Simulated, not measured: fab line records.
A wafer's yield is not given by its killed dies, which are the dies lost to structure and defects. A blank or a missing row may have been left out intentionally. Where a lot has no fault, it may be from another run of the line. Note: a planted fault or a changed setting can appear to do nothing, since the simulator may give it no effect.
Split-lot trial | flow n5 finfet | 21 wafers read from 7 lots, route of 1938 steps

== ABOUT THE SPLIT ==
At N5_FIN_SAQP_SPACER1_ALD_24 (deposits SiO2, target thk 20.3 nm, pulse time 1 s, purge time 2 s), the setting ald cycles was moved away from the recipe's 218 on 8 of the 21 wafers read, by -10.1% to +15.1%. For the rest of the wafers, this setting stayed at what the recipe calls for.

== FROM THE SPLIT TO THE READING: what the file shows between them, 2 steps ==
- N5_FIN_SAQP_SPACER1_ETCHBACK_25: etches SiO2 in CHF3/O2, target depth 24.4 nm, time 12.2 s
- N5_FIN_SAQP_MANDREL1_REMOVE_56: chemistry HBr/Cl2/O2, target a-Si, stops on SiNx, bt time 10 s

== THE READING ==
cd nm at N5_FIN_SAQP_CD_MEAS_27, given in nm (cd target 20 nm). On this fab line, fault-free wafers typically give 20.29 nm with a standard deviation of 0.22 nm.

wafer  | tool, chamber at the split | ald cycles as run | against the recipe | cd nm, nm | against lot-mates on the recipe
L076.2 | ald sin-01, 3,1            | 218               | recipe             | 20.15     | -
L076.4 | ald sin-01, 3,1            | 218               | recipe             | 20.22     | -
L076.5 | ald sin-01, 0              | 243               | +11.5%             | 22.55     | +2.37
L083.3 | ald sin-03, 2              | 218               | recipe             | 20.37     | -
L083.4 | ald sin-03, 1              | 218               | recipe             | 20.64     | -
L083.5 | ald sin-03, 0              | 197               | -9.6%              | 18.56     | -1.95
L085.3 | ald sin-04, 2,3            | 218               | recipe             | 20.28     | -
L085.4 | ald sin-04, 2,3            | 218               | recipe             | 20.48     | -
L085.5 | ald sin-04, 2              | 209               | -4.1%              | 19.68     | -0.70
L086.1 | ald sin-04, 3,0            | 218               | recipe             | 20.56     | -
L086.3 | ald sin-04, 1              | 204               | -6.4%              | 18.93     | -1.49
L086.5 | ald sin-04, 3,0            | 218               | recipe             | 20.29     | -
L088.2 | ald sin-03, 3,2            | 251               | +15.1%             | 23.07     | +2.74
L088.3 | ald sin-03, 1              | 218               | recipe             | 20.33     | -
L088.6 | ald sin-03, 3,2            | 251               | +15.1%             | 23.30     | +2.97
L089.1 | ald sin-03, 1              | 218               | recipe             | 20.16     | -
L089.3 | ald sin-03, 2              | 196               | -10.1%             | 18.61     | -1.55
L089.4 | ald sin-03, 3              | 196               | -10.1%             | 18.48     | -1.68
L095.2 | ald sin-04, 0,1,1          | 218               | recipe             | 19.95     | -
L095.3 | ald sin-04, 0,1,1          | 218               | recipe             | 20.20     | -
L095.5 | ald sin-04, 0,1,1          | 218               | recipe             | 20.45     | -
When a row names more than one chamber, that row covers several wafers, and the file does not tell which wafer ran in which chamber.

THE FIT
A straight line over all 21 wafers: cd nm changes by +0.187 nm for each +1% of ald cycles; r = +0.99; the points scatter about the line by 0.17 nm.
The same after taking each lot's own level away (the mean of its wafers on the recipe; 21 wafers): +0.188 nm for each +1%; r = +0.99; scatter 0.17 nm.
That fit puts the effect of the largest move of ald cycles on the reading at 2.8 nm.
Measured against the standard deviation above, the lots' own levels, which go from 20.160 to 20.505 nm, span 1.6 times it.
The two slopes are in agreement: the lot-to-lot level therefore moves the slope only a little.
Check: for one of the wafers moved furthest among these (+15.1%), held out of the fit, the line's prediction against its lot-mates is +2.91 nm. It came out at +2.74 nm against them.

== FURTHER SPLITS ON THESE WAFERS ==
Note: prior to the reading, these wafers also went through further splits. Each is held against what the fit with the lots' levels taken away leaves over:
other split on the same wafers            | wafers away from the commonest value | r with cd nm (lot level and that fit taken away)
N5_ZERO_LAYER_COAT_05 spin rpm            | 5                                    | -0.18
N5_ZERO_LAYER_EXPOSE_08 dose mj           | 5                                    | -0.27
N5_PMOS_HMC_CHANNEL_EPI_EXPOSE_06 dose mj | 5                                    | -0.04
N5_PMOS_HMC_CHANNEL_EPI_PEB_07 peb time s | 7                                    | -0.28

== THE WHOLE CHAIN: every reading that the file lists as answering this split, in the file's order ==
step                           | what it does                                                      | reading                                                                                 | change (the file's fit)               | r (the file's)
N5_FIN_SAQP_SPACER1_ALD_24     | deposits SiO2, target thk 20.3 nm, pulse time 1 s, purge time 2 s | SiO2_of_FIN_SAQP_SPACER1_ALD_24.thk nm (the simulator's own value, which no gauge read) | +0.202 nm for each +1% of the setting | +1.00
N5_FIN_SAQP_MANDREL1_REMOVE_56 | chemistry HBr/Cl2/O2, target a-Si, stops on SiNx, bt time 10 s    | FIN_SAQP.cd nm (the simulator's own value, which no gauge read)                         | +0.197 nm for each +1% of the setting | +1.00
N5_FIN_SAQP_CD_MEAS_27         | target cd 20 nm                                                   | cd nm                                                                                   | +0.192 nm for each +1% of the setting | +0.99

== FILE'S OWN FIT ==
cd nm changes by +0.192 nm for each +1% of ald cycles, r = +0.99.
